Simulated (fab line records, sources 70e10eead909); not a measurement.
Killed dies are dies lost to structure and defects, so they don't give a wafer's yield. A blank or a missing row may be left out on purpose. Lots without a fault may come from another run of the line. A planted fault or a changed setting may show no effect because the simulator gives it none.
Chamber matching | flow nand_harc | NHARC_P_M2_DESCUM_14 on rie_diel-01: 4 sister chambers
The step chemistry O2, time 3 s. 8 wafers are shown with their chamber, then 7 later ones without.

WAFERS WITH THEIR CHAMBER
wafer  | chamber | drypump_motor_current_A (A) | rf_vpp_V (V)
L080.4 | 3       | 5.83                        | 56.4
L080.5 | 2       | 5.73                        | 58.1
L080.6 | 3       | 5.89                        | 57.6
L083.3 | 0       | 6.40                        | 56.0
L083.5 | 1       | 6.01                        | 57.9
L083.6 | 2       | 5.74                        | 58.4
L085.1 | 1       | 6.01                        | 56.9
L085.4 | 0       | 6.41                        | 56.8

WAFERS WITHOUT THEIR CHAMBER
wafer  | drypump_motor_current_A (A) | rf_vpp_V (V)
L085.6 | 5.99                        | 59.7
L092.2 | 5.98                        | 57.7
L092.3 | 5.88                        | 57.3
L092.5 | 5.83                        | 58.0
L094.1 | 6.38                        | 57.6
L094.3 | 5.85                        | 59.0
L094.5 | 5.72                        | 57.7

WHICH CHAMBER EACH WENT THROUGH
wafer  | from the rows above | in truth
L085.6 | 1                   | 1
L092.2 | 1                   | 1
L092.3 | 3                   | 3
L092.5 | 3                   | 3
L094.1 | 0                   | 0
L094.3 | 3                   | 3
L094.5 | 2                   | 2
Placed correctly: 7 of 7. Can't be placed from these rows: 0. Placed wrongly: 0.
How it was worked out, from the rows above alone: a wafer's distance from a chamber is the root of the sum, over the readings, of the square of ((its reading less the chamber's mean) divided by the reading's scatter). The wafer belongs to the nearest chamber; if the next one is less than 2 further off, it can't be placed. A chamber's mean is the mean of its shown wafers. The scatter: the root of (the sum of the squares of (reading less its chamber's mean) over the shown wafers, divided by (wafers less chambers)).
